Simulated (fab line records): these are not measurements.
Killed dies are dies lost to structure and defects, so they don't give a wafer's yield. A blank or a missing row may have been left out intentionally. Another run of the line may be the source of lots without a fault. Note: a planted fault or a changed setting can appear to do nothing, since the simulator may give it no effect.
fab line records | flow n5-finfet
record lots=11 wafers=30 last-day=18
route steps=1938 shown BEOL_M14@1729 PASSIVATION@1936
lots untouched by any fault: they come from a run of this same line in which no faults occurred
start-h: the number of hours between the record's first day and the start of the first shown wafer of the lot | wait-h: hours since the lot's step before | " identical to the entry in the row above | L1.1+2: a row that stands for several wafers | - no value, or no start given | * or withheld: withheld | < > ~ a bound
route shown NAME@n: names a module that has steps shown in the file, with the first one's number in the route | usual: mean/standard deviation taken from wafers without a fault | same: alike in all rows | chamber/n: place in a boat | sites: per-site readings | _std_site: the standard deviation of these | _edge_site: inner sites' mean taken away from outer sites' mean | radius-mm: how far each site lies from the wafer's centre | mask NAME#n: copy n | behind: the tool/chamber that last shaped the wafer | hold: why the lot was held/for how many hours/how that ended | device: whichever transistor did not switch (one of n, p or np) | end of line: tests run on the same wafers once the route is complete | a step with no rows: only its recipe | killed: the dies lost at the first sort to structure and to defects; this is not the yield of the wafer | map: per-die view of a wafer (x killed, . not killed, _ where there is no die)
set.NAME: the setting that was run; set.NAME@STEP: the one run at that earlier step | model.NAME: the simulator's own value behind a step, which no gauge read
route steps across a sampled set of lots; one table per step, one row per wafer
services: the hour from which a tool's chamber was out of use, counted from the record's first day as start-h (under 0 if before that day), plus the number of hours and why
## steps
# step N5_BEOL_M14_DESCUM_15
# recipe chemistry=O2 time-s=7.9 source-power-w=50 bias-power-w=20 pressure-mtorr=20 rf-frequency-hz=2.712e+07 temp-c=40 o2-flow-sccm=225
# usual bias-power-w=20.00/0.057 drypump-motor-current-A=5.7/0.64 oes-product-au=0.83/0.063 rf-vpp-V=242.8/1.5 showerhead-plenum-p-Torr=2.08/0.084 throttle-valve-pct=20.43/0.2
# columns lot.wafer tool chamber start-h wait-h bias-power-w drypump-motor-current-A oes-product-au rf-hours-counter-h rf-vpp-V showerhead-plenum-p-Torr throttle-valve-pct
L756.2 rie-diel-03 1 238.35 0.0 20.03 6.6 0.68 248 241.7 1.96 20.65
L756.3 " 0 " " 19.99 5.0 0.86 60 244.9 2.14 20.69
L756.4 " 3 " " 20.00 6.5 0.89 42 244.3 2.21 20.12
L757.3 rie-diel-04 0 247.76 0.0 19.93 5.5 0.73 159 242.2 1.99 20.41
L757.5 " 1 " " 19.90 6.1 0.83 - 241.4 2.05 20.40
L759.1 rie-diel-04 3 266.72 0.2 20.07 5.7 0.82 98 240.7 2.05 20.78
L759.2 " 1 " " 20.00 6.1 0.83 83 241.8 2.05 20.40
L759.3 " 0 " " 20.08 5.5 0.73 167 242.3 1.99 20.43
L763.1 rie-diel-03 2 285.04 0.0 20.04 4.8 0.85 71 242.6 2.05 20.17
L763.2 " 3 " " 19.91 6.5 0.85 61 244.2 2.21 20.15
L764.1 rie-diel-04 2 305.25 0.0 19.98 5.8 0.92 14 243.6 2.03 20.16
L764.5 " 3 " " 20.14 5.7 0.80 - 242.3 2.04 20.79
L774.1 rie-diel-06 2 357.72 0.0 20.03 5.4 0.87 21 245.2 2.22 20.27
L774.4 " 2 " " 19.97 5.4 0.88 - 244.7 2.22 20.28
L774.6 " 3 " " 20.07 6.7 0.86 - 243.1 2.05 20.60
L775.1 rie-diel-06 1 377.21 0.0 20.00 4.9 0.76 161 243.0 1.98 20.44
L775.3 " 3 " " 19.98 6.7 0.83 79 242.6 2.05 20.63
L775.5 " 2 " " 19.97 5.4 0.88 - 244.9 2.21 20.29
L777.2 rie-diel-06 1 377.77 0.0 20.01 4.9 0.76 161 242.2 1.98 20.46
L777.3 " 2 " " 19.95 5.3 0.87 28 244.4 2.21 20.30
L777.5 " 3 " " 19.97 6.7 0.85 - 242.3 2.05 20.62
L776.1 rie-diel-06 2 381.25 0.0 19.96 5.4 0.86 30 244.7 2.21 20.28
L776.2 " 1 " " 20.01 4.9 0.75 163 241.6 1.98 20.44
L776.5 " 2 " " 19.95 5.4 0.87 - 244.9 2.21 20.30
L779.2 rie-diel-03 1 381.80 0.1 20.02 6.6 0.89 38 244.7 2.21 20.34
L779.3 " 0 " " 20.00 5.0 0.80 111 243.6 2.12 20.76
L779.6 " 0 " " 20.02 5.0 0.80 - 242.9 2.12 20.77
L778.2 rie-diel-04 1 391.55 0.1 19.97 6.1 0.77 123 241.5 2.03 20.47
L778.4 " 2 " " 19.91 5.8 0.86 44 241.6 2.02 20.22
L778.6 " 1 " " 20.02 6.2 0.78 - 242.4 2.03 20.44
# step N5_BEOL_M14_CD_MEAS_17
# recipe target-cd-nm=250 polarity=opening
# usual cd-nm=249.8/2.2
# columns lot.wafer tool chamber start-h wait-h cd-nm
L756.2 cd-sem-01 - 238.79 0.0 250.3
L756.3 " - " " 252.7
L756.4 " - " " 249.1
L757.3 cd-sem-03 - 248.20 0.0 249.5
L757.5 " - " " 248.6
L759.1 cd-sem-03 - 267.15 0.0 252.9
L759.2 " - " " 252.3
L759.3 " - " " 250.8
L763.1 cd-sem-03 - 285.47 0.0 253.2
L763.2 " - " " 249.8
L764.1 cd-sem-03 - 305.69 0.0 249.0
L764.5 " - " " 251.2
L774.1 cd-sem-02 - 358.16 0.0 251.3
L774.4 " - " " 251.9
L774.6 " - " " 248.4
L775.1 cd-sem-02 - 377.64 0.0 247.4
L775.3 " - " " 247.8
L775.5 " - " " 250.2
L777.2 cd-sem-02 - 378.21 0.0 247.3
L777.3 " - " " 247.4
L777.5 " - " " 251.8
L776.1 cd-sem-03 - 381.68 0.0 250.0
L776.2 " - " " 246.5
L776.5 " - " " 249.9
L779.2 cd-sem-02 - 382.24 0.0 250.6
L779.3 " - " " 251.4
L779.6 " - " " 250.6
L778.2 cd-sem-03 - 391.98 0.0 248.5
L778.4 " - " " 247.7
L778.6 " - " " 247.2
# step N5_BEOL_M14_EXPOSE_25
# recipe mask-id=M14 na=0.8 source-shape=annular sigma-inner=0.5 sigma-outer=0.8 polarization=unpolarized target-cd-nm=280 dose-mj=26.6
# usual focus-offset-nm=0.0/0.48
# columns lot.wafer tool chamber start-h wait-h mask focus-offset-nm
L756.2 krf-scanner-02 0 238.95 - M14#0 -0.5
L756.3 " 0 " " M14#0 -0.3
L756.4 " 0 " " M14#0 1.5
L757.3 krf-scanner-01 0 248.49 - M14#0 -0.1
L757.5 " 0 " " M14#0 -0.9
L759.1 krf-scanner-01 0 267.43 - M14#0 0.0
L759.2 " 0 " " M14#0 -0.8
L759.3 " 0 " " M14#0 -0.4
L763.1 krf-scanner-01 0 285.63 - M14#0 0.3
L763.2 " 0 " " M14#0 0.0
L764.1 krf-scanner-01 0 305.97 - M14#0 -0.2
L764.5 " 0 " " M14#0 0.5
L774.1 krf-scanner-02 0 358.44 - M14#0 0.6
L774.4 " 0 " " M14#0 0.4
L774.6 " 0 " " M14#0 0.6
L775.1 krf-scanner-01 0 377.92 - M14#0 0.5
L775.3 " 0 " " M14#0 -0.2
L775.5 " 0 " " M14#0 -0.4
L777.2 krf-scanner-02 0 378.49 - M14#0 -0.5
L777.3 " 0 " " M14#0 -0.8
L777.5 " 0 " " M14#0 -0.3
L776.1 krf-scanner-02 0 381.84 - M14#0 -0.4
L776.2 " 0 " " M14#0 -0.4
L776.5 " 0 " " M14#0 0.0
L779.2 krf-scanner-01 0 382.52 - M14#0 -0.2
L779.3 " 0 " " M14#0 -1.1
L779.6 " 0 " " M14#0 -0.9
L778.2 krf-scanner-01 0 392.15 - M14#0 -0.7
L778.4 " 0 " " M14#0 -0.7
L778.6 " 0 " " M14#0 -0.1
# step N5_BEOL_M14_CD_MEAS_28
# recipe target-cd-nm=284.4 landing-energy-ev=500 detector=se-inlens
# usual cd-nm=284.8/1.6
# columns lot.wafer tool chamber start-h wait-h cd-nm
L756.2 cd-sem-02 0 239.12 - 284.8
L756.3 " 0 " " 287.0
L756.4 " 0 " " 284.3
L757.3 cd-sem-01 0 248.65 - 285.3
L757.5 " 0 " " 286.3
L759.1 cd-sem-01 0 267.60 - 284.4
L759.2 " 0 " " 282.3
L759.3 " 0 " " 285.7
L763.1 cd-sem-01 0 285.80 - 287.8
L763.2 " 0 " " 293.1
L764.1 cd-sem-02 0 306.14 - 286.1
L764.5 " 0 " " 295.2
L774.1 cd-sem-03 0 358.61 - 286.0
L774.4 " 0 " " 284.4
L774.6 " 0 " " 285.1
L775.1 cd-sem-02 0 378.09 - 283.8
L775.3 " 0 " " 284.8
L775.5 " 0 " " 286.6
L777.2 cd-sem-02 0 378.66 - 283.5
L777.3 " 0 " " 282.9
L777.5 " 0 " " 281.1
L776.1 cd-sem-02 0 382.01 - 286.1
L776.2 " 0 " " 284.1
L776.5 " 0 " " 284.1
L779.2 cd-sem-03 0 382.69 - 285.7
L779.3 " 0 " " 285.2
L779.6 " 0 " " 285.2
L778.2 cd-sem-03 0 392.31 - 283.9
L778.4 " 0 " " 287.1
L778.6 " 0 " " 284.3
# step N5_BEOL_M14_OCD_MEAS_35
# usual trench-depth-nm=556/13
# columns lot.wafer tool chamber start-h wait-h trench-depth-nm
L756.2 ocd-02 - 239.82 0.0 548
L756.3 " - " " 569
L756.4 " - " " 551
L757.3 ocd-02 - 249.35 0.0 547
L757.5 " - " " 552
L759.1 ocd-01 - 268.34 0.0 542
L759.2 " - " " 542
L759.3 " - " " 550
L763.1 ocd-01 - 286.50 0.0 547
L763.2 " - " " 547
L764.1 ocd-01 - 307.19 0.0 555
L764.5 " - " " 576
L774.1 ocd-01 - 359.31 0.0 545
L774.4 " - " " 541
L774.6 " - " " 552
L775.1 ocd-02 - 378.79 0.0 577
L775.3 " - " " 580
L775.5 " - " " 559
L777.2 ocd-02 - 379.37 0.0 553
L777.3 " - " " 579
L777.5 " - " " 536
L776.1 ocd-02 - 382.73 0.0 579
L776.2 " - " " 574
L776.5 " - " " 577
L779.2 ocd-02 - 383.55 0.0 556
L779.3 " - " " 541
L779.6 " - " " 540
L778.2 ocd-01 - 393.10 0.0 549
L778.4 " - " " 544
L778.6 " - " " 554
# step N5_PASSIVATION_PROBE_49
# usual defect-limited-yield=91.0/1.3 killed_at_M0_to_M3=36/9.5 killed_at_M4_up=14/5.6 killed-at-contacts=12/6.4 killed-at-front-end=40/10 killed-at-other=3.2/3 killed-dies=107/15 killed-open=69/12 killed-short=35/7.7 sort_bin_5_function=5.3/0.91 sort_bin_6_memory=3.3/0.65 sort_bin_8_speed=0.00/0.012 sort-n-pass=1073/15 sort-yield-pct=91.0/1.3
# same gross-dies=1180 killed-at-back-side=0 sort_bin_4_leakage[%]=0
# columns lot.wafer tool chamber start-h wait-h defect-limited-yield[%] killed_at_M0_to_M3 killed_at_M4_up killed-at-contacts killed-at-front-end killed-at-other killed-dies killed-open killed-short sort_bin_5_function[%] sort_bin_6_memory[%] sort_bin_8_speed[%] sort-n-pass sort-yield-pct[%]
L756.2 prober-02 - 270.16 0.1 92.6 34 13 6 32 2 87 57 29 5.0 2.1 0 1093 92.6
L756.3 prober-02 - 270.21 0.1 91.4 35 25 14 26 2 102 63 38 4.2 4.0 0 1078 91.4
L756.4 prober-02 - 270.26 0.2 92.8 38 7 12 27 1 85 61 24 3.6 3.3 0 1095 92.8
L757.3 prober-01 - 273.09 0.1 91.6 46 12 6 35 0 99 63 36 5.8 2.3 0 1081 91.6
L757.5 prober-01 - 273.19 0.2 91.2 42 11 14 34 3 104 74 24 5.0 3.3 0 1076 91.2
L759.1 prober-01 - 293.49 0.0 92.5 38 8 10 33 0 89 56 32 4.7 2.8 0 1091 92.5
L759.2 prober-01 - 293.54 0.1 89.7 55 10 11 44 2 122 72 48 6.5 3.6 0 1058 89.7
L759.3 prober-01 - 293.59 0.1 89.9 48 9 24 33 5 119 72 47 5.2 4.3 0 1061 89.9
L763.1 prober-01 - 309.29 0.0 93.0 33 10 3 30 7 83 55 28 3.9 2.7 0 1097 93.0
L763.2 prober-01 - 309.34 0.1 91.2 35 12 11 44 2 104 69 30 5.0 3.0 0 1076 91.2
L764.1 prober-02 - 335.75 0.0 92.5 29 15 2 39 3 88 64 23 4.2 2.8 0 1092 92.5
L764.5 prober-02 - 335.95 0.2 90.2 33 18 12 52 1 116 75 38 6.6 2.8 0.08 1064 90.2
L774.1 prober-01 - 391.61 0.0 91.8 38 6 10 42 1 97 58 38 4.3 3.6 0 1083 91.8
L774.4 prober-01 - 391.76 0.2 92.5 30 9 13 36 0 88 58 30 4.8 2.3 0 1092 92.5
L774.6 prober-01 - 391.86 0.3 90.8 46 14 9 39 0 108 76 31 6.4 2.5 0 1072 90.8
L777.2 prober-01 - 403.38 0.1 91.4 31 24 6 39 2 102 77 24 4.6 3.9 0 1078 91.4
L777.3 prober-01 - 403.43 0.1 92.2 36 10 12 25 9 92 63 25 4.5 3.1 0 1088 92.2
L777.5 prober-01 - 403.53 0.2 90.4 40 15 27 29 2 113 78 33 5.9 3.2 0 1067 90.4
L775.1 prober-02 - 404.61 0.0 90.3 38 13 7 53 3 114 63 49 5.4 3.6 0 1066 90.3
L775.3 prober-02 - 404.71 0.1 88.8 57 10 6 58 1 132 84 47 7.0 3.6 0 1048 88.8
L775.5 prober-02 - 404.81 0.2 91.7 34 14 6 43 1 98 60 35 5.0 3.1 0 1082 91.7
L776.1 prober-01 - 405.30 0.0 92.1 25 11 18 33 6 93 59 32 4.8 2.9 0 1087 92.1
L776.2 prober-01 - 405.35 0.1 91.6 36 13 5 41 4 99 60 37 4.5 3.6 0 1081 91.6
L776.5 prober-01 - 405.50 0.2 91.3 37 19 7 33 7 103 63 38 5.3 3.0 0 1077 91.3
L779.2 prober-01 - 410.05 0.1 91.1 38 22 26 18 1 105 76 29 5.9 2.8 0 1075 91.1
L779.3 prober-01 - 410.10 0.1 91.4 24 26 15 35 1 101 77 24 5.1 3.4 0 1079 91.4
L779.6 prober-01 - 410.25 0.3 91.2 29 21 19 33 2 104 78 25 6.1 2.5 0 1076 91.2
L778.2 prober-01 - 421.63 0.1 89.7 56 12 15 38 0 121 83 35 5.7 4.2 0 1059 89.7
L778.4 prober-01 - 421.73 0.2 90.4 44 6 16 46 1 113 67 37 4.9 4.1 0 1067 90.4
L778.6 prober-01 - 421.83 0.3 91.4 31 6 13 52 0 102 64 32 5.2 2.9 0 1078 91.4
# killed by level:class
L756.2 BEOL_M1:geometric-particle:open=8 FIN_SAQP:geometric-particle:open=7 STI_FIN_REVEAL:geometric-particle:open=7 BEOL_M0_SAQP:geometric-particle:short=6 BEOL_M2:geometric-particle:open=6 BEOL_M4:geometric-particle:open=6 FIN_SAQP:geometric-particle:short=5 MOL_CONTACT_COAG:geometric-particle:open=5
L756.3 BEOL_M4:geometric-particle:open=13 BEOL_M2:geometric-particle:open=13 MOL_CONTACT_COAG:geometric-particle:open=10 GATE_CUT:geometric-particle:short=7 BEOL_M2:geometric-particle:short=7 BEOL_M0_SAQP:geometric-particle:short=5 MOL_CONTACT_COAG:geometric-particle:short=4 STARTING-WAFER:geometric-particle:short=4
L756.4 BEOL_M1:geometric-particle:open=15 MOL_CONTACT_COAG:geometric-particle:open=10 STI_FIN_REVEAL:geometric-particle:open=8 BEOL_M0_SAQP:geometric-particle:open=8 FIN_SAQP:geometric-particle:short=5 BEOL_M0_SAQP:geometric-particle:short=5 BEOL_M0:geometric-particle:open=4 BEOL_M4:geometric-particle:open=4
L757.3 BEOL_M0_SAQP:geometric-particle:short=15 FIN_SAQP:geometric-particle:open=11 STI_FIN_REVEAL:geometric-particle:open=9 BEOL_M0_SAQP:geometric-particle:open=8 BEOL_M3:geometric-particle:open=7 FIN_SAQP:geometric-particle:short=6 MOL_CONTACT_COAG:geometric-particle:open=6 BEOL_M1:geometric-particle:open=5
L757.5 MOL_CONTACT_COAG:geometric-particle:open=13 STI_FIN_REVEAL:geometric-particle:open=11 BEOL_M0_SAQP:geometric-particle:open=11 BEOL_M1:geometric-particle:open=9 BEOL_M0_SAQP:geometric-particle:short=8 BEOL_M2:geometric-particle:open=6 HKMG_FIN:area-etch=5 BEOL_M0:geometric-particle:open=4
L759.1 FIN_SAQP:geometric-particle:short=11 MOL_CONTACT_COAG:geometric-particle:open=7 BEOL_M0_SAQP:geometric-particle:open=7 BEOL_M3:geometric-particle:open=7 GATE_CUT:geometric-particle:open=6 BEOL_M2:geometric-particle:open=6 STI_FIN_REVEAL:geometric-particle:open=5 BEOL_M0_SAQP:geometric-particle:short=5
L759.2 BEOL_M0_SAQP:geometric-particle:short=17 BEOL_M0_SAQP:geometric-particle:open=13 MOL_CONTACT_COAG:geometric-particle:open=9 BEOL_M3:geometric-particle:open=9 STI_FIN_REVEAL:geometric-particle:open=8 FIN_SAQP:geometric-particle:short=7 GATE_CUT:geometric-particle:short=7 FIN_SAQP:geometric-particle:open=6
L759.3 MOL_CONTACT_COAG:geometric-particle:open=19 BEOL_M2:geometric-particle:open=15 BEOL_M0_SAQP:geometric-particle:short=9 FIN_SAQP:geometric-particle:open=8 BEOL_M0_SAQP:geometric-particle:open=6 STI_FIN_REVEAL:geometric-particle:open=5 MOL_CONTACT_COAG:geometric-particle:short=5 FIN_SAQP:geometric-particle:short=4
L763.1 BEOL_M3:geometric-particle:open=12 BEOL_M0_SAQP:geometric-particle:short=10 FIN_SAQP:geometric-particle:short=6 BEOL_M4:geometric-particle:open=6 BEOL_M0_SAQP:geometric-particle:open=5 FIN_SAQP:geometric-particle:open=4 STI_FIN_REVEAL:geometric-particle:open=4 STARTING-WAFER:geometric-particle:open=4
L763.2 BEOL_M0_SAQP:geometric-particle:open=12 MOL_CONTACT_COAG:geometric-particle:open=10 BEOL_M3:geometric-particle:open=10 FIN_SAQP:geometric-particle:open=8 FIN_SAQP:geometric-particle:short=7 BEOL_M4:geometric-particle:open=7 BEOL_M0_SAQP:geometric-particle:short=6 STI_FIN_REVEAL:geometric-particle:open=5
L764.1 BEOL_M0_SAQP:geometric-particle:open=10 FIN_SAQP:geometric-particle:open=9 FIN_SAQP:geometric-particle:short=8 STI_FIN_REVEAL:geometric-particle:open=8 BEOL_M3:geometric-particle:open=8 GATE_CUT:geometric-particle:open=7 BEOL_M4:geometric-particle:open=7 BEOL_M1:geometric-particle:open=3
L764.5 FIN_SAQP:geometric-particle:open=13 BEOL_M0_SAQP:geometric-particle:open=11 STI_FIN_REVEAL:geometric-particle:open=9 FIN_SAQP:geometric-particle:short=8 MOL_CONTACT_COAG:geometric-particle:open=8 BEOL_M0_SAQP:geometric-particle:short=8 BEOL_M3:geometric-particle:open=6 BEOL_M4:geometric-particle:open=6
L774.1 BEOL_M0_SAQP:geometric-particle:short=12 FIN_SAQP:geometric-particle:short=10 BEOL_M0_SAQP:geometric-particle:open=10 STI_FIN_REVEAL:geometric-particle:open=9 MOL_CONTACT_COAG:geometric-particle:open=7 FIN_SAQP:geometric-particle:open=6 BEOL_M2:geometric-particle:open=5 BEOL_M3:geometric-particle:open=4
L774.4 MOL_CONTACT_COAG:geometric-particle:open=13 STI_FIN_REVEAL:geometric-particle:open=8 BEOL_M0_SAQP:geometric-particle:open=6 BEOL_M2:geometric-particle:open=6 FIN_SAQP:geometric-particle:open=5 FIN_SAQP:geometric-particle:short=5 BEOL_M4:geometric-particle:open=5 BEOL_M0_SAQP:geometric-particle:short=5
L774.6 BEOL_M0_SAQP:geometric-particle:open=17 BEOL_M0_SAQP:geometric-particle:short=11 MOL_CONTACT_COAG:geometric-particle:open=8 FIN_SAQP:geometric-particle:short=7 BEOL_M4:geometric-particle:open=7 FIN_SAQP:geometric-particle:open=6 STI_FIN_REVEAL:geometric-particle:open=6 BEOL_M2:geometric-particle:open=6
L777.2 BEOL_M2:geometric-particle:open=14 BEOL_M4:geometric-particle:open=14 DUMMY_GATE:geometric-particle:open=11 FIN_SAQP:geometric-particle:open=6 MOL_CONTACT_COAG:geometric-particle:open=5 BEOL_M3:geometric-particle:open=5 FIN_SAQP:geometric-particle:short=4 STARTING-WAFER:geometric-particle:short=4
L777.3 BEOL_M3:geometric-particle:open=14 MOL_CONTACT_COAG:geometric-particle:open=9 BEOL_M0:geometric-particle:open=5 STI_FIN_REVEAL:geometric-particle:open=4 DUMMY_GATE:geometric-particle:open=4 BEOL_M0_SAQP:geometric-particle:open=4 BEOL_M0_SAQP:geometric-particle:short=4 BEOL_M2:geometric-particle:open=4
L777.5 MOL_CONTACT_COAG:geometric-particle:open=21 BEOL_M0_SAQP:geometric-particle:open=7 BEOL_M1:geometric-particle:open=7 BEOL_M2:geometric-particle:short=7 BEOL_M4:geometric-particle:open=7 STI_FIN_REVEAL:geometric-particle:open=6 MOL_CONTACT_COAG:geometric-particle:short=6 BEOL_M3:geometric-particle:open=6
L775.1 FIN_SAQP:geometric-particle:short=26 FIN_SAQP:geometric-particle:open=17 BEOL_M0_SAQP:geometric-particle:open=14 BEOL_M0_SAQP:geometric-particle:short=10 MOL_CONTACT_COAG:geometric-particle:open=5 BEOL_M1:geometric-particle:open=5 BEOL_M2:geometric-particle:open=5 BEOL_M4:geometric-particle:open=5
L775.3 FIN_SAQP:geometric-particle:open=23 FIN_SAQP:geometric-particle:short=21 BEOL_M0_SAQP:geometric-particle:open=14 BEOL_M0_SAQP:geometric-particle:short=13 BEOL_M1:geometric-particle:open=9 BEOL_M3:geometric-particle:open=7 MOL_CONTACT_COAG:geometric-particle:open=6 DUMMY_GATE:geometric-particle:open=6
L775.5 FIN_SAQP:geometric-particle:short=15 FIN_SAQP:geometric-particle:open=10 BEOL_M1:geometric-particle:open=8 BEOL_M0_SAQP:geometric-particle:open=7 STI_FIN_REVEAL:geometric-particle:open=6 BEOL_M0_SAQP:geometric-particle:short=5 BEOL_M2:geometric-particle:open=5 BEOL_M4:geometric-particle:open=5
L776.1 MOL_CONTACT_COAG:geometric-particle:open=15 GATE_CUT:geometric-particle:short=10 BEOL_M0_SAQP:geometric-particle:open=10 GATE_CUT:geometric-particle:open=7 BEOL_M0_SAQP:geometric-particle:short=5 BEOL_M4:geometric-particle:open=4 STI_FIN_REVEAL:geometric-particle:open=3 SPACER0:geometric-particle:open=3
L776.2 FIN_SAQP:geometric-particle:open=13 BEOL_M0_SAQP:geometric-particle:open=10 BEOL_M0_SAQP:geometric-particle:short=9 GATE_CUT:geometric-particle:short=5 MOL_CONTACT_COAG:geometric-particle:open=5 BEOL_M4:geometric-particle:open=5 SPACER0:geometric-particle:open=4 BEOL_M1:geometric-particle:short=4
L776.5 DUMMY_GATE:geometric-particle:open=9 BEOL_M4:geometric-particle:open=9 BEOL_M0_SAQP:geometric-particle:short=8 BEOL_M2:geometric-particle:open=6 FIN_SAQP:geometric-particle:open=5 BEOL_M1:geometric-particle:open=5 BEOL_M3:geometric-particle:open=5 STARTING-WAFER:geometric-particle:open=5
L779.2 MOL_CONTACT_COAG:geometric-particle:open=22 BEOL_M4:geometric-particle:open=16 BEOL_M1:geometric-particle:open=11 BEOL_M2:geometric-particle:open=10 BEOL_M1:geometric-particle:short=5 MOL_CONTACT_COAG:geometric-particle:short=4 STI_FIN_REVEAL:geometric-particle:open=3 BEOL_M0_SAQP:geometric-particle:short=3
L779.3 BEOL_M4:geometric-particle:open=15 MOL_CONTACT_COAG:geometric-particle:open=13 FIN_SAQP:geometric-particle:open=7 BEOL_M2:geometric-particle:open=6 DUMMY_GATE:geometric-particle:open=5 BEOL_M3:geometric-particle:open=5 ILD0:geometric-particle:short=4 GATE_CUT:geometric-particle:short=4
L779.6 MOL_CONTACT_COAG:geometric-particle:open=17 BEOL_M4:geometric-particle:open=11 FIN_SAQP:geometric-particle:open=9 BEOL_M0_SAQP:geometric-particle:short=7 DUMMY_GATE:geometric-particle:open=6 STI_FIN_REVEAL:geometric-particle:open=4 BEOL_M0_SAQP:geometric-particle:open=4 BEOL_M2:geometric-particle:open=4
L778.2 BEOL_M0_SAQP:geometric-particle:open=17 MOL_CONTACT_COAG:geometric-particle:open=14 BEOL_M0_SAQP:geometric-particle:short=12 BEOL_M2:geometric-particle:open=10 DUMMY_GATE:geometric-particle:open=7 BEOL_M5:geometric-particle:open=7 FIN_SAQP:geometric-particle:open=6 GATE_CUT:geometric-particle:short=6
L778.4 STI_FIN_REVEAL:geometric-particle:open=15 MOL_CONTACT_COAG:geometric-particle:open=11 BEOL_M0_SAQP:geometric-particle:short=8 BEOL_M2:geometric-particle:open=7 BEOL_M0_SAQP:geometric-particle:open=7 HKMG_FIN:area-etch=7 FIN_SAQP:geometric-particle:short=6 BEOL_M1:geometric-particle:open=6
L778.6 MOL_CONTACT_COAG:geometric-particle:open=12 FIN_SAQP:geometric-particle:open=10 DUMMY_GATE:geometric-particle:open=9 BEOL_M0_SAQP:geometric-particle:short=8 FIN_SAQP:geometric-particle:short=7 BEOL_M0_SAQP:geometric-particle:open=7 BEOL_M0:geometric-particle:open=6 HKMG_FIN:area-etch=5
## services
# columns tool chamber start-h hours kind
krf-scanner-01 - 218.66 4.4 pm
rie-diel-04 2 239.29 - clean
rie-diel-04 2 239.29 - consumable-replace:focus-ring
rie-diel-04 2 239.29 25.0 scheduled-down
rie-diel-04 2 239.29 25.0 vent-cycle
rie-diel-03 1 241.09 - clean
rie-diel-03 1 241.09 - consumable-replace:focus-ring
rie-diel-06 2 243.08 8.3 repair
krf-scanner-01 - 252.90 1.0 pm
krf-scanner-02 - 259.05 1.3 pm
krf-scanner-01 - 263.99 1.3 pm
krf-scanner-02 - 265.98 1.0 pm
rie-diel-06 2 268.31 - clean
rie-diel-06 2 268.31 - consumable-replace:focus-ring
rie-diel-06 2 268.31 - consumable-replace:showerhead
krf-scanner-02 0 269.06 - calibration
rie-diel-04 3 281.53 2.6 repair
krf-scanner-01 - 304.12 0.8 pm
rie-diel-04 - 311.41 0.7 repair
krf-scanner-01 - 349.87 11.6 pm
rie-diel-06 0 356.03 43.4 repair
krf-scanner-01 0 361.90 - calibration
krf-scanner-02 - 377.17 0.8 pm
rie-diel-03 0 388.66 19.8 repair
## key
first-sign step=N5_BEOL_M14_CD_MEAS_28 reading=cd-nm direction=up sigmas=5.8 usual=284.8 struck=294.1
effect none on later readings
met-at N5_BEOL_M14_EXPOSE_25
struck-lots L763,L764
struck-wafers L763.2,L764.5
not-acting-at N5_BEOL_M14_DESCUM_15,N5_BEOL_M14_CD_MEAS_17,N5_BEOL_M14_OCD_MEAS_35
onset-between 267.43 285.63
fault kind=process-parameter-drift tool=krf-scanner-01 chamber=- onset-h=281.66 steps=N5_BEOL_M14_EXPOSE_25 channel=focus-nm offset=206.5 shape=step end-h=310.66 scope=struck-wafers-only
